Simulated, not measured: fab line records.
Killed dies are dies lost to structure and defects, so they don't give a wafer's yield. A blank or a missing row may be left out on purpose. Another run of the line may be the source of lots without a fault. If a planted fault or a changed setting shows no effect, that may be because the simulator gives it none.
A single fault, viewed from 2 desks ; flow n5 finfet ; each desk holds nothing but its own numbers, with what lay behind them at the end

== AT THE METROLOGY DESK ==
Lot by lot, what the gauges showed, no matter which tool ran the lot: averages of those sampled wafers that carry a number. The brackets show how far a lot's mean lies from the usual mean; more than 4 standard deviations puts the lot out of limits, marked OUT. Only the readings that lie furthest out on some lot appear, 7 of the 10 it has.
Columns: A = DIBL_P at N5_BEOL_M4_RC_MEAS_101, usual 36.5 mV/V; B = IOFF_N at N5_BEOL_M4_RC_MEAS_101, usual 0.17 nA/um; C = IOFF_P at N5_BEOL_M4_RC_MEAS_101, usual 0.22 nA/um; D = ION_P at N5_BEOL_M4_RC_MEAS_101, usual 463 uA/um; E = SS_P at N5_BEOL_M4_RC_MEAS_101, usual 73.3 mV/dec; F = VT_N at N5_BEOL_M4_RC_MEAS_101, usual 249 mV; G = VT_P at N5_BEOL_M4_RC_MEAS_101, usual -250 mV
lot;first seen here;A;B;C;D;E;F;G
L235;day 10 03:45;35.5;0.17;0.23;469;73.2;248;-248
L237;day 11 03:17;37.2;0.20;0.22;460;73.4;246;-248
L240;day 11 12:37;36.3;0.16;0.22;465;73.4;250;-248
L241;day 12 00:57;37.1;0.16;0.20;458;73.3;250;-252
L248;day 14 01:14;39.1;0.21;0.29;473;74.0;244;-244
Finding of this desk: none of the 5 lots has anything out of limits.

== AT THE TOOL OWNER'S DESK: pecvd-04 ==
The tool's own readings at N5_BEOL_M2_PECVD_72 (deposits SiO2 from TEOS/O2, target thk 16 nm, time 18 s): means of the sampled wafers that have a number, for each lot that ran on this tool. The brackets show how far a lot's mean lies from the usual mean; more than 4 standard deviations puts the lot out of limits, marked OUT.
Columns: A = heater power w at N5_BEOL_M2_PECVD_72, usual 678 W; B = showerhead plenum p Torr at N5_BEOL_M2_PECVD_72, usual 8.79 Torr; C = throttle valve pct at N5_BEOL_M2_PECVD_72, usual 22.6 %
lot;first seen here;A;B;C
L235;day 8 21:15;694;8.84;22.6
L237;day 9 15:04;692;8.86;23.0
L240;day 10 01:42;750;8.88;23.2
L241;day 10 05:49;669;8.89;23.2
Finding of this desk: none of the 4 lots has anything out of limits.

== TAKEN TOGETHER ==
At the metrology desk, nothing out of limits was observed.
Nothing out of limits was seen by the tool owner's desk.

== WHAT THE SIMULATOR HAD PUT IN ==
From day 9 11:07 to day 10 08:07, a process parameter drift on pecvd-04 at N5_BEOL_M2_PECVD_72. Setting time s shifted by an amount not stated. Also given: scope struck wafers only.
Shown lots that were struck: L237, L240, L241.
